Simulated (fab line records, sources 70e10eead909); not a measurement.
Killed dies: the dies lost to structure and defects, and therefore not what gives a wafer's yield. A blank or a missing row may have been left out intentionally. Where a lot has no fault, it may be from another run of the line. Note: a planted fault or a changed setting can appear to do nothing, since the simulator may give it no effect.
fab line records -- flow nand_harc
[record] lots = 6, wafers = 18, last_day = 30
route steps=1302 shown P_CONTACT@224 P_M0@253 END@1302
lots that met no fault: taken from a fault-free run of the same line
start_h: hours from the record's opening day to when the first of the lot's shown wafers began -- wait_h: hours elapsed since this lot's preceding step -- " the same as in the row above -- L1.1+2: a row that stands for several wafers -- - no value, or no start given -- * or withheld: withheld -- < > ~ a bound
route shown NAME@n: NAME is a module with steps in the file, n the number in the route of the first one -- usual: mean/standard deviation of fault-free wafers -- same: alike in all rows -- chamber/n: place in a boat -- sites: readings site by site -- _std_site: the values' standard deviation -- _edge_site: inner sites' mean taken away from outer sites' mean -- radius_mm: how far each site lies from the wafer's centre -- mask NAME#n: copy n -- behind: the tool/chamber that last shaped the wafer -- hold: reason for holding the lot/hours on hold/outcome of the hold -- device: the n, p or np transistor that did not switch -- end of line: tests of these same wafers at the route's end -- a step without rows: its recipe alone -- killed: at the first sort, the dies lost to defects and structure; wafer yield is something else -- map: dies across one wafer; x = killed, . = not, _ = none there
set.NAME: the setting as run; set.NAME@STEP: as run at that earlier step -- model.NAME: the simulator's own value behind a step, which no gauge read
a table for each step, a row for each wafer; lots at some steps of the route
services: the hour from which a tool's chamber was out of use, counted from the record's first day as start_h (under 0 if before that day), plus the number of hours and why
[[steps]]
[step NHARC_P_CONTACT_COAT_33]
[recipe] temp_c = 260, time_s = 75
[step NHARC_P_CONTACT_COAT_34]
[recipe] temp_c = 225, time_s = 65
[step NHARC_P_CONTACT_COAT_06]
[recipe] spin_rpm = 1500, resist_thk_nm = 90
[step NHARC_P_CONTACT_SOFTBAKE_07]
[recipe] temp_c = 105, time_s = 55
[step NHARC_P_CONTACT_EBR_08]
[step NHARC_P_CONTACT_EXPOSE_09]
[recipe] na = 1.35, target_cd_nm = 90, dose_mj = 81.26, mask_id = P_CA
[step NHARC_P_CONTACT_PEB_10]
[recipe] peb_temp_c = 100, peb_time_s = 65
[step NHARC_P_CONTACT_DEVELOP_11]
[recipe] develop_time_s = 35, dev_temp_c = 23
[step NHARC_P_CONTACT_CD_MEAS_12]
[recipe] target_cd_nm = 90, landing_energy_ev = 500
[usual] cd_nm = 90.2/0.66
lot.wafer,tool,chamber,start_h,wait_h,cd_nm
L423.1,cd_sem-02,0,129.63,-,90.0
L423.4,cd_sem-02,0,129.63,-,90.2
L423.6,cd_sem-02,0,129.63,-,89.8
L427.2,cd_sem-03,0,167.34,-,90.9
L427.3,cd_sem-03,0,167.34,-,89.1
L427.5,cd_sem-03,0,167.34,-,89.3
L426.1,cd_sem-03,0,167.65,-,90.2
L426.4,cd_sem-03,0,167.65,-,90.2
L426.6,cd_sem-03,0,167.65,-,90.2
L428.1,cd_sem-02,0,185.05,-,90.0
L428.3,cd_sem-02,0,185.05,-,89.4
L428.5,cd_sem-02,0,185.05,-,90.8
L434.3,cd_sem-02,0,234.86,-,90.7
L434.4,cd_sem-02,0,234.86,-,91.0
L434.6,cd_sem-02,0,234.86,-,90.6
L436.1,cd_sem-02,0,262.29,-,89.8
L436.3,cd_sem-02,0,262.29,-,90.1
L436.4,cd_sem-02,0,262.29,-,89.8
[step NHARC_P_CONTACT_OVL_MEAS_13]
[usual] overlay_x_nm = -0.1/0.84, overlay_y_nm = 0.1/0.76
lot.wafer,tool,chamber,start_h,wait_h,overlay_x_nm,overlay_y_nm
L423.1,overlay-02,-,129.72,-,-0.1,0.2
L423.4,overlay-02,-,129.72,-,-0.2,0.0
L423.6,overlay-02,-,129.72,-,-0.1,0.4
L427.2,overlay-02,-,167.42,-,0.4,-0.7
L427.3,overlay-02,-,167.42,-,0.6,-0.4
L427.5,overlay-02,-,167.42,-,0.3,-0.1
L426.1,overlay-01,-,167.74,-,-0.1,0.8
L426.4,overlay-01,-,167.74,-,-0.2,1.1
L426.6,overlay-01,-,167.74,-,-0.3,0.9
L428.1,overlay-01,-,185.14,-,0.2,-0.1
L428.3,overlay-01,-,185.14,-,0.8,0.8
L428.5,overlay-01,-,185.14,-,0.4,0.3
L434.3,overlay-02,-,234.95,-,-1.2,0.2
L434.4,overlay-02,-,234.95,-,-1.5,0.8
L434.6,overlay-02,-,234.95,-,-1.5,-0.1
L436.1,overlay-01,-,262.38,-,-1.9,-1.0
L436.3,overlay-01,-,262.38,-,-1.4,-0.7
L436.4,overlay-01,-,262.38,-,-1.7,-0.9
[step NHARC_P_CONTACT_INSPECT_14]
[usual] raw_defect_count = 3.8/2.3
lot.wafer,tool,chamber,start_h,wait_h,raw_defect_count
L423.1,defect_inspect-02,-,129.75,0.0,9
L423.4,defect_inspect-02,-,129.75,0.0,2
L423.6,defect_inspect-02,-,129.75,0.0,3
L427.2,defect_inspect-01,-,167.46,0.0,4
L427.3,defect_inspect-01,-,167.46,0.0,4
L427.5,defect_inspect-01,-,167.46,0.0,3
L426.1,defect_inspect-02,-,167.77,0.0,5
L426.4,defect_inspect-02,-,167.77,0.0,2
L426.6,defect_inspect-02,-,167.77,0.0,3
L428.1,defect_inspect-02,-,185.17,0.0,11
L428.3,defect_inspect-02,-,185.17,0.0,3
L428.5,defect_inspect-02,-,185.17,0.0,9
L434.3,defect_inspect-02,-,234.98,0.0,4
L434.4,defect_inspect-02,-,234.98,0.0,1
L434.6,defect_inspect-02,-,234.98,0.0,2
L436.1,defect_inspect-01,-,262.41,0.0,2
L436.3,defect_inspect-01,-,262.41,0.0,8
L436.4,defect_inspect-01,-,262.41,0.0,3
[step NHARC_P_CONTACT_DESCUM_17]
[recipe] time_s = 3, o2_flow_sccm = 200, ar_flow_sccm = 0, bias_power_w = 0, chemistry = O2
[step NHARC_P_CONTACT_ETCH_35]
[recipe] target_depth_a = 390, over_etch_frac = 0.3, time_s = 65, ion_energy_ev = 80, cf4_flow_sccm = 150, ar_flow_sccm = 0, rf_w = 300, bias_w = 100, chemistry = CF4
[usual] drypump_motor_current_A = 5.7/0.41, oes_product_au = 0.999/0.0092, rf_vpp_V = 151.2/1.2, showerhead_plenum_p_Torr = 1.76/0.07, throttle_valve_pct = 13.284/0.0091
lot.wafer,tool,chamber,start_h,wait_h,drypump_motor_current_A,oes_product_au,rf_hours_counter_h,rf_vpp_V,showerhead_plenum_p_Torr,throttle_valve_pct
L423.1,rie_diel-01,1,129.91,0.1,5.2,0.994,2.6,150.1,1.67,13.292
L423.4,rie_diel-01,2,129.91,0.1,5.7,0.989,2.7,151.7,1.80,13.286
L423.6,rie_diel-01,0,129.91,0.1,5.1,1.001,-,148.3,1.75,13.277
L427.2,rie_diel-10,2,167.62,0.1,5.7,1.011,2.7,151.7,1.85,13.271
L427.3,rie_diel-10,0,167.62,0.1,5.7,1.017,2.7,152.6,1.84,13.284
L427.5,rie_diel-10,2,167.62,0.1,5.7,1.012,-,152.5,1.85,13.273
L426.1,rie_diel-01,1,167.95,0.1,5.2,0.986,3.9,149.8,1.67,13.301
L426.4,rie_diel-01,0,167.95,0.1,5.1,0.999,-,153.2,1.75,13.277
L426.6,rie_diel-01,1,167.95,0.1,5.2,0.986,-,150.4,1.67,13.262
L428.3,rie_diel-07,0,185.46,0.2,5.8,0.998,2.6,153.0,1.85,13.285
L428.1,rie_diel-07,2,185.46,0.2,5.8,0.986,2.7,150.5,1.71,13.275
L428.5,rie_diel-07,3,185.46,0.2,6.2,0.995,-,149.6,1.67,13.299
L434.3,rie_diel-01,0,235.14,0.1,5.1,1.002,0.4,151.1,1.75,13.298
L434.4,rie_diel-01,1,235.14,0.1,5.2,0.994,0.5,149.9,1.67,13.270
L434.6,rie_diel-01,2,235.14,0.1,5.7,0.993,-,150.8,1.80,13.278
L436.1,rie_diel-01,3,262.56,0.1,5.3,0.991,1.2,152.3,1.71,13.305
L436.4,rie_diel-01,0,262.56,0.1,5.1,0.994,1.2,150.6,1.75,13.282
L436.3,rie_diel-01,1,262.56,0.1,5.2,0.988,1.3,150.9,1.67,13.287
[step NHARC_P_CONTACT_ETCH_36]
[recipe] target_depth_a = 2600, over_etch_frac = 0.25, time_s = 406.25, ion_energy_ev = 200, n2_flow_sccm = 150, h2_flow_sccm = 150, ar_flow_sccm = 0, rf_w = 400, bias_w = 150, chemistry = N2/H2
[usual] drypump_motor_current_A = 5.7/0.41, oes_product_au = 0.999/0.0094, rf_vpp_V = 430.1/2.6, showerhead_plenum_p_Torr = 2.02/0.09, throttle_valve_pct = 14.171/0.0095
lot.wafer,tool,chamber,start_h,wait_h,drypump_motor_current_A,oes_product_au,rf_hours_counter_h,rf_vpp_V,showerhead_plenum_p_Torr,throttle_valve_pct
L423.4,rie_diel-01,2,-,-,5.7,0.989,2.8,430.8,2.08,14.153
L423.1,rie_diel-01,3,-,-,5.4,1.005,2.6,429.1,1.96,14.173
L423.6,rie_diel-01,2,-,-,5.7,0.991,-,431.3,2.08,14.161
L427.3,rie_diel-10,0,-,-,5.8,1.015,2.8,433.3,2.13,14.157
L427.2,rie_diel-10,1,-,-,5.2,0.996,2.8,427.3,1.96,14.165
L427.5,rie_diel-10,1,-,-,5.2,0.993,-,427.9,1.96,14.182
L426.1,rie_diel-01,1,-,-,5.1,0.990,4.0,427.3,1.91,14.172
L426.4,rie_diel-01,1,-,-,5.2,0.983,-,426.4,1.91,14.154
L426.6,rie_diel-01,3,-,-,5.4,1.001,-,429.4,1.96,14.168
L428.1,rie_diel-07,2,-,-,5.8,0.983,2.8,427.6,1.96,14.190
L428.3,rie_diel-07,1,-,-,6.4,0.996,2.6,431.1,2.10,14.161
L428.5,rie_diel-07,3,-,-,6.2,0.990,-,427.1,1.91,14.172
L434.3,rie_diel-01,1,-,-,5.2,1.008,0.6,428.6,1.91,14.173
L434.4,rie_diel-01,0,-,-,5.1,1.011,0.5,431.0,2.01,14.161
L434.6,rie_diel-01,1,-,-,5.2,0.996,-,426.7,1.91,14.163
L436.4,rie_diel-01,3,-,-,5.4,0.994,1.3,428.9,1.96,14.164
L436.3,rie_diel-01,0,-,-,5.1,0.996,1.2,430.2,2.01,14.180
L436.1,rie_diel-01,1,-,-,5.2,0.996,1.4,426.4,1.91,14.193
[step NHARC_P_CONTACT_ETCH_18]
[recipe] target_depth_a = 4810, time_s = 240.5, c4f8_flow_sccm = 20, o2_flow_sccm = 10, ar_flow_sccm = withheld, rf_w = 600, bias_w = 1500, chemistry = C4F8/O2/Ar
[step NHARC_P_CONTACT_STRIP_37]
[recipe] c4f8_flow_sccm = withheld, o2_flow_sccm = 8, ar_flow_sccm = withheld, bias_w = 0, chemistry = C4F8/O2/Ar
[step NHARC_P_CONTACT_ETCH_31]
[recipe] target_depth_a = 300, time_s = 85.7, ion_energy_ev = 120, over_etch_frac = 1, ch3f_flow_sccm = 50, o2_flow_sccm = 30, ar_flow_sccm = 200, rf_w = 500, bias_w = 100, chemistry = CH3F/O2
[step NHARC_P_CONTACT_CD_MEAS_19]
[usual] cd_nm = 89.8/1.7
lot.wafer,tool,chamber,start_h,wait_h,cd_nm
L423.1,cd_sem-03,-,130.69,-,91.0
L423.4,cd_sem-03,-,130.69,-,89.7
L423.6,cd_sem-03,-,130.69,-,88.5
L427.2,cd_sem-02,-,168.54,-,88.4
L427.3,cd_sem-02,-,168.54,-,88.0
L427.5,cd_sem-02,-,168.54,-,87.4
L426.1,cd_sem-03,-,168.85,-,88.4
L426.4,cd_sem-03,-,168.85,-,87.7
L426.6,cd_sem-03,-,168.85,-,89.6
L428.1,cd_sem-02,-,186.27,-,87.7
L428.3,cd_sem-02,-,186.27,-,92.7
L428.5,cd_sem-02,-,186.27,-,91.1
L434.3,cd_sem-03,-,235.92,-,89.3
L434.4,cd_sem-03,-,235.92,-,90.8
L434.6,cd_sem-03,-,235.92,-,91.5
L436.1,cd_sem-02,-,263.35,-,88.6
L436.3,cd_sem-02,-,263.35,-,90.6
L436.4,cd_sem-02,-,263.35,-,88.8
[step NHARC_P_CONTACT_STRIP_28]
[recipe] o2_flow_sccm = 500, ar_flow_sccm = 0, bias_w = 0, chemistry = O2
[usual] drypump_motor_current_A = 5.7/0.42, oes_product_au = 0.997/0.0093, rf_vpp_V = 57.7/0.95, showerhead_plenum_p_Torr = 3.50/0.14, throttle_valve_pct = 17.036/0.0094
lot.wafer,tool,chamber,start_h,wait_h,drypump_motor_current_A,oes_product_au,rf_hours_counter_h,rf_vpp_V,showerhead_plenum_p_Torr,throttle_valve_pct
L423.4,rie_diel-07,1,130.76,0.1,6.4,0.988,0.0,56.5,3.63,17.035
L423.1,rie_diel-07,0,130.76,0.1,5.8,1.005,0.0,59.2,3.70,17.045
L423.6,rie_diel-07,1,130.76,0.1,6.4,1.000,-,58.4,3.63,17.027
L427.2,rie_diel-07,1,168.65,0.1,6.4,0.986,2.0,57.0,3.63,17.048
L427.3,rie_diel-07,2,168.65,0.1,5.8,0.983,2.0,57.9,3.41,17.021
L427.5,rie_diel-07,0,168.65,0.1,5.8,0.994,-,56.8,3.70,17.038
L426.1,rie_diel-10,2,168.95,0.1,5.8,1.007,3.2,57.8,3.68,17.038
L426.6,rie_diel-10,2,168.95,0.1,5.7,0.998,-,58.1,3.68,17.042
L426.4,rie_diel-10,0,168.95,0.1,5.8,1.010,-,58.1,3.67,17.043
L428.3,rie_diel-01,2,186.38,0.1,5.7,0.992,3.6,57.4,3.59,17.054
L428.1,rie_diel-01,3,186.38,0.1,5.3,1.004,4.6,57.5,3.41,17.036
L428.5,rie_diel-01,1,186.38,0.1,5.2,0.986,-,57.0,3.32,17.020
L434.3,rie_diel-10,0,236.01,0.1,5.8,1.019,4.9,57.7,3.67,17.044
L434.4,rie_diel-10,2,236.01,0.1,5.7,0.998,5.0,58.9,3.68,17.032
L434.6,rie_diel-10,0,236.01,0.1,5.8,1.008,-,59.2,3.67,17.020
L436.4,rie_diel-10,3,263.42,0.1,6.3,1.004,0.4,58.1,3.40,17.019
L436.1,rie_diel-10,0,263.42,0.1,5.8,1.013,0.6,59.1,3.67,17.040
L436.3,rie_diel-10,2,263.42,0.1,5.7,0.992,0.3,57.9,3.68,17.038
[step NHARC_P_CONTACT_STRIP_29]
[recipe] time_s = 1200, temp_c = 72.5, chemistry = post_etch_residue_remover
[step NHARC_P_CONTACT_DEGAS_38]
[recipe] temp_c = 300, time_s = 60
[step NHARC_P_CONTACT_PRE_CLEAN_39]
[recipe] time_s = 19.5, bias_v = 250, gas = Ar
[step NHARC_P_CONTACT_PVD_32]
[recipe] target_thk_a = 50, chamber_pressure_pa = 5, power_w = 5000, substrate_temp_c = 200, time_s = 17.7, material = Ti
[step NHARC_P_CONTACT_ALD_22]
[recipe] target_thk_a = 30, pulse_time_s = 1, ald_cycles = 150, temp_c = 450, material = TiN
[usual] heater_power_w = 1118/130, precursor_pulse_height_rel = 1.001/0.02
lot.wafer,tool,chamber,start_h,wait_h,heater_power_w,precursor_pulse_height_rel
L423.4,ald_metal-02,0,131.67,-,1035,0.955
L423.1,ald_metal-02,1,131.67,-,1045,1.023
L423.6,ald_metal-02,3,131.67,-,1078,1.007
L427.3,ald_metal-02,0,169.50,-,1046,0.989
L427.2,ald_metal-02,3,169.50,-,1069,1.019
L427.5,ald_metal-02,1,169.50,-,1061,0.982
L426.4,ald_metal-01,3,169.89,-,1081,0.994
L426.1,ald_metal-01,1,169.89,-,1227,1.026
L426.6,ald_metal-01,3,169.89,-,1117,0.978
L428.1,ald_metal-02,0,187.27,-,1023,0.969
L428.3,ald_metal-02,1,187.27,-,1066,0.986
L428.5,ald_metal-02,2,187.27,-,994,1.021
L434.3,ald_metal-01,0,236.95,-,1130,0.994
L434.4,ald_metal-01,1,236.95,-,1175,0.987
L434.6,ald_metal-01,0,236.95,-,1092,0.995
L436.1,ald_metal-01,0,264.30,-,1098,1.005
L436.3,ald_metal-01,0,264.30,-,1086,0.981
L436.4,ald_metal-01,0,264.30,-,1070,1.015
[step NHARC_P_CONTACT_CVD_23]
[recipe] target_thk_a = 2000, temp_c = 300, pressure_torr = 40, wf6_flow_sccm = 40, h2_flow_sccm = 1600, ar_flow_sccm = 1560, time_s = 557, material = W
[usual] heater_power_w = 492/24, mfc_h2_sccm = 1600/4.4, throttle_valve_pct = 8.17/0.27
lot.wafer,tool,chamber,start_h,wait_h,heater_power_w,mfc_h2_sccm,throttle_valve_pct
L423.1,cvd_w-01,1,-,-,551,1595,7.54
L423.4,cvd_w-01,0,-,-,459,1610,8.18
L423.6,cvd_w-01,1,-,-,554,1597,7.68
L427.2,cvd_w-02,0,-,-,470,1596,8.29
L427.3,cvd_w-02,0,-,-,469,1596,8.17
L427.5,cvd_w-02,1,-,-,498,1596,8.01
L426.1,cvd_w-01,0,-,-,467,1599,8.31
L426.4,cvd_w-01,1,-,-,548,1598,7.65
L426.6,cvd_w-01,0,-,-,458,1605,7.97
L428.1,cvd_w-02,0,-,-,484,1606,8.12
L428.3,cvd_w-02,1,-,-,492,1604,8.25
L428.5,cvd_w-02,1,-,-,495,1600,8.25
L434.3,cvd_w-02,0,237.39,-,480,1596,8.50
L434.4,cvd_w-02,1,237.39,-,498,1597,8.20
L434.6,cvd_w-02,0,237.39,-,481,1600,8.16
L436.1,cvd_w-01,1,264.86,0.5,512,1599,7.65
L436.4,cvd_w-01,1,264.86,0.5,549,1603,7.73
L436.3,cvd_w-01,0,264.86,0.5,476,1613,8.64
[step NHARC_P_CONTACT_CMP_24]
[recipe] t_overpolish_s = 30, target_thk_nm = 200
[usual] motor_current_A = 12.4/0.92, overpolish_run_s = 30.000/0.0094, time_to_endpoint_s = 38.9/2.8
lot.wafer,tool,chamber,start_h,wait_h,motor_current_A,overpolish_run_s,time_to_endpoint_s
L423.4,cmp-03,3,132.50,0.4,10.6,29.990,41.5
L423.1,cmp-03,0,132.50,0.4,12.7,29.998,40.0
L423.6,cmp-03,3,132.50,0.4,10.6,29.997,41.5
L427.2,cmp-03,2,170.37,0.6,11.7,29.999,40.8
L427.3,cmp-03,0,170.37,0.6,13.0,30.018,44.3
L427.5,cmp-03,2,170.37,0.6,12.4,30.013,42.0
L426.4,cmp-01,0,170.76,0.3,11.1,30.002,34.3
L426.1,cmp-01,2,170.76,0.3,13.5,30.007,39.1
L426.6,cmp-01,0,170.76,0.3,11.0,30.009,35.2
L428.1,cmp-02,3,188.09,0.5,11.3,30.000,34.9
L428.3,cmp-02,1,188.09,0.5,12.6,29.994,37.1
L428.5,cmp-02,0,188.09,0.5,12.3,30.009,33.2
L434.3,cmp-02,1,237.88,0.4,12.9,30.003,37.9
L434.4,cmp-02,2,237.88,0.4,12.4,29.989,44.8
L434.6,cmp-02,1,237.88,0.4,12.6,30.003,37.5
L436.1,cmp-02,1,265.51,0.6,12.8,29.998,37.9
L436.4,cmp-02,3,265.51,0.6,11.4,30.003,35.6
L436.3,cmp-02,0,265.51,0.6,12.0,30.015,33.9
[step NHARC_P_CONTACT_SRD_26]
[step NHARC_P_M0_DEP_00]
[recipe] target_thk_a = 1500, target_thk_nm = 150, temp_c = withheld, pressure_torr = 5, flow_sccm = 200, rf_w = 600, material = SiOC
[step NHARC_P_M0_DEHYDRATE_01]
[recipe] temp_c = 150, time_s = 120
[step NHARC_P_M0_HMDS_02]
[recipe] time_s = 30
[step NHARC_P_M0_COAT_33]
[recipe] temp_c = 200, time_s = 65
[step NHARC_P_M0_COAT_03]
[recipe] spin_rpm = 1500, resist_thk_nm = 90
[step NHARC_P_M0_SOFTBAKE_04]
[recipe] temp_c = 105, time_s = 55
[step NHARC_P_M0_EBR_05]
[step NHARC_P_M0_EXPOSE_06]
[recipe] na = 1.35, target_cd_nm = 90, dose_mj = 81.28, mask_id = P_M0
[step NHARC_P_M0_PEB_07]
[recipe] peb_temp_c = 100, peb_time_s = 65
[step NHARC_P_M0_DEVELOP_08]
[recipe] develop_time_s = 35, dev_temp_c = 23
[step NHARC_P_M0_CD_MEAS_09]
[recipe] target_cd_nm = 90, landing_energy_ev = 500
[usual] cd_nm = 90.1/0.65
lot.wafer,tool,chamber,start_h,wait_h,cd_nm
L423.1,cd_sem-01,0,133.81,-,90.1
L423.4,cd_sem-01,0,133.81,-,90.1
L423.6,cd_sem-01,0,133.81,-,90.2
L427.2,cd_sem-02,0,171.67,-,90.0
L427.3,cd_sem-02,0,171.67,-,90.5
L427.5,cd_sem-02,0,171.67,-,90.7
L426.1,cd_sem-01,0,172.04,-,89.2
L426.4,cd_sem-01,0,172.04,-,88.9
L426.6,cd_sem-01,0,172.04,-,90.1
L428.1,cd_sem-03,0,189.56,-,89.9
L428.3,cd_sem-03,0,189.56,-,89.7
L428.5,cd_sem-03,0,189.56,-,88.9
L434.3,cd_sem-01,0,239.04,-,90.1
L434.4,cd_sem-01,0,239.04,-,90.9
L434.6,cd_sem-01,0,239.04,-,89.9
L436.1,cd_sem-02,0,266.81,-,91.4
L436.3,cd_sem-02,0,266.81,-,90.6
L436.4,cd_sem-02,0,266.81,-,91.2
[step NHARC_P_M0_OVL_MEAS_10]
[recipe] pitch_nm = 180
[usual] overlay_x_nm = 0.0/0.85, overlay_y_nm = 0.2/0.72
lot.wafer,tool,chamber,start_h,wait_h,overlay_x_nm,overlay_y_nm
L423.1,overlay-02,-,133.89,-,-1.9,-0.7
L423.4,overlay-02,-,133.89,-,-1.7,-1.2
L423.6,overlay-02,-,133.89,-,-2.2,-0.6
L427.2,overlay-02,-,171.76,-,0.4,-0.3
L427.3,overlay-02,-,171.76,-,0.8,0.2
L427.5,overlay-02,-,171.76,-,0.9,0.4
L426.1,overlay-01,-,172.12,-,-0.4,0.9
L426.4,overlay-01,-,172.12,-,-0.6,0.1
L426.6,overlay-01,-,172.12,-,-0.6,0.3
L428.1,overlay-01,-,189.65,-,0.2,1.1
L428.3,overlay-01,-,189.65,-,-0.4,1.3
L428.5,overlay-01,-,189.65,-,-0.1,1.2
L434.3,overlay-02,-,239.12,-,-0.2,-0.4
L434.4,overlay-02,-,239.12,-,0.1,-0.2
L434.6,overlay-02,-,239.12,-,-0.7,-0.2
L436.1,overlay-02,-,266.90,-,-0.3,0.4
L436.3,overlay-02,-,266.90,-,-0.3,0.1
L436.4,overlay-02,-,266.90,-,0.1,0.3
[step NHARC_END_SORT_01]
[recipe] temp_c = 25
[usual] killed_at_array = 53/19, killed_at_other = 0.8/1.2, killed_at_periphery = 3.7/2.3, killed_dies = 57/19, killed_open = 3.2/1.7, killed_short = 2.6/1.8
[same] gross_dies = 677
lot.wafer,tool,chamber,start_h,wait_h,killed_at_array,killed_at_other,killed_at_periphery,killed_dies,killed_open,killed_short
L434.3,prober-02,0,663.83,3.1,51,4,81,136,1,6
L434.4,prober-02,0,664.62,3.4,79,1,51,131,6,2
L434.6,prober-02,0,666.21,4.0,80,0,32,112,2,2
L436.1,prober-01,0,724.43,2.5,21,0,29,50,2,1
L436.3,prober-01,0,726.02,3.1,14,1,54,69,3,2
L436.4,prober-01,0,726.81,3.4,33,0,91,124,2,1
// killed by level:class
L434.3 P_CONTACT:unspecified=75 A_SLIT:chamber_film_flake=28 A_CHANNEL_HOLE_D1:chamber_film_flake=18 THIN_TSV:chamber_film_flake=3 P_M2:geometric_particle:short=2 P_M1:chamber_film_flake=2 P_M0:geometric_particle:short=1 P_M1:geometric_particle:short=1
L434.4 P_CONTACT:unspecified=48 A_SLIT:chamber_film_flake=35 A_CHANNEL_HOLE_D1:chamber_film_flake=30 A_CONTACT:chamber_film_flake=3 A_CHANNEL_FILL_D1:geometric_particle:open=2 A_WL_FILL:geometric_particle:short=2 A_DECK1_JOINT:chamber_film_flake=2 P_M0:geometric_particle:open=1
L434.6 A_SLIT:chamber_film_flake=40 P_CONTACT:unspecified=31 A_CHANNEL_HOLE_D1:chamber_film_flake=31 A_DECK1_JOINT:chamber_film_flake=2 A_CONTACT:chamber_film_flake=2 P_M0:geometric_particle:short=1 A_ONON_D1:geometric_particle:short=1 A_ONON_D1:geometric_particle:open=1
L436.1 P_CONTACT:unspecified=26 A_CONTACT:chamber_film_flake=6 A_CHANNEL_HOLE_D1:chamber_film_flake=3 A_STAIRCASE:chamber_film_flake=3 A_SLIT:chamber_film_flake=3 P_M0:chamber_film_flake=2 A_WL_FILL:chamber_film_flake=2 P_M0:geometric_particle:open=1
L436.3 P_CONTACT:unspecified=49 A_CHANNEL_HOLE_D1:chamber_film_flake=4 P_ZERO_WELL:chamber_film_flake=2 P_STI:chamber_film_flake=2 A_SLIT:chamber_film_flake=2 A_CONTACT:chamber_film_flake=2 P_STI:geometric_particle:short=1 A_CHANNEL_FILL_D1:geometric_particle:open=1
L436.4 P_CONTACT:unspecified=88 A_CHANNEL_HOLE_D1:chamber_film_flake=15 A_CONTACT:chamber_film_flake=6 A_STAIRCASE:chamber_film_flake=4 A_DECK1_JOINT:chamber_film_flake=2 A_SLIT:chamber_film_flake=2 P_GATE:geometric_particle:open=1 A_ONON_D2:geometric_particle:open=1
// map L434.3 (x killed, . not)
____________.____________
_________......._________
_______.x........x_______
______.............______
_____..............._____
____..........x......____
____..............x..____
___.......x...........___
___.......x...........___
__.....................__
__.....................__
_......................._
_......................._
_......................x_
_......................x_
_..................x...._
......x............x...xx
....x..........x......x.x
....x...........x.....xxx
...x.x..x..xx.........xxx
..x.xxx.x.xxxxx.......xxx
_.x.xxxxx.xxxxx........x_
_...xxx...xxxxxxx....xxx_
_...xx..xxxxxxxxx......x_
_.xx.x...xxxxxxxx......._
_...x...xxxxxxxxx......._
__......x.xxxxxxx......__
__.xx.....xxxxxxx......__
___.......xxxxxx......___
___.......xxxxxx......___
____........x.x......____
____........x........____
_____.......x.x....._____
______.............______
_______..........._______
_________x......_________
____________.____________
// map L436.4 (x killed, . not)
____________.____________
_________.....x._________
_______..........._______
______.....x.......______
_____..............._____
____..............x..____
____.................____
___...............xx..___
___.x.................___
__.....................__
__.....................__
_......................._
_...............x......._
_.............x........._
_......x...x............_
_......................._
.....x....xx.............
............x..x.........
..x........x..x..........
......xx...xx.xx......xx.
...xx.....x.xxxx.........
_......x..xxxxxxx......._
_...x.xxxxxxxxxx......x._
_..x.xxxx.xxxxxxxx......_
_....xx..xxxxxxxx....x.._
_.........xxxxxxx.....x._
__...x..xxxxxxxxx......__
__.......xxxxxxxx......__
___.....xxxxxxx.......___
___.....x..xxx...x....___
____........x.x.x....____
____........xx.x.....____
_____.....x........._____
______x.....x......______
_______..........._______
_________......._________
____________.____________
[[services]]
tool,chamber,start_h,hours,kind
cvd_w-02,1,115.00,18.4,repair
rie_diel-07,-,117.20,9.0,pm
ald_metal-01,-,130.79,1.0,repair
ald_metal-02,0,133.55,13.1,repair
cmp-02,-,134.58,4.0,pm
cmp-03,-,135.34,1.0,repair
rie_diel-01,2,149.37,35.2,repair
cvd_w-02,1,153.82,3.4,repair
cmp-02,-,156.66,0.5,repair
ald_metal-02,2,162.13,4.4,repair
cmp-03,-,165.57,4.0,pm
cvd_w-01,-,185.44,13.0,pm
cmp-03,-,195.10,5.8,repair
ald_metal-01,3,202.14,220.4,repair
cvd_w-02,0,203.66,12.3,repair
rie_diel-01,-,203.80,9.0,pm
cmp-02,-,207.68,3.8,repair
ald_metal-01,2,225.07,128.3,repair
cmp-02,-,232.64,4.0,pm
cvd_w-01,0,236.52,8.5,repair
rie_diel-10,-,242.54,9.0,pm
ald_metal-02,2,250.73,5.8,repair
ald_metal-02,-,254.00,10.0,pm
ald_metal-01,1,256.86,30.5,repair
[[key]]
[first_sign] step = NHARC_END_SORT_01, reading = killed_at_periphery, direction = up, sigmas = 23, usual = 3.7, struck = 56.3
[effect] step = NHARC_END_SORT_01, reading = killed_dies, direction = up, sigmas = 2.4, usual = 57, struck = 104, wafers_moved = 4
[more_kills_born_at] NHARC_P_CONTACT_ETCH_35@rie_diel-01 = 317
met_at NHARC_P_CONTACT_ETCH_35
struck_wafers L434.3,L434.4,L434.6,L436.1,L436.3,L436.4
tester_left_out L434,L436
onset_between 167.95 235.14
also_fits time
[fault] kind = chamber_particle_source, tool = rie_diel-01, chamber = -, onset_h = 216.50, steps = NHARC_P_CONTACT_ETCH_35, rate_per_visit_cm2 = 0.5095, end_h = 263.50
// tester_left_out: of these lots the tester's yield and bins aren't shown, on N5 and GAA mostly nor the transistor test; their killed dies are dies lost to structure and defects alone, not to doping, threshold or leakage, so they don't give the yield
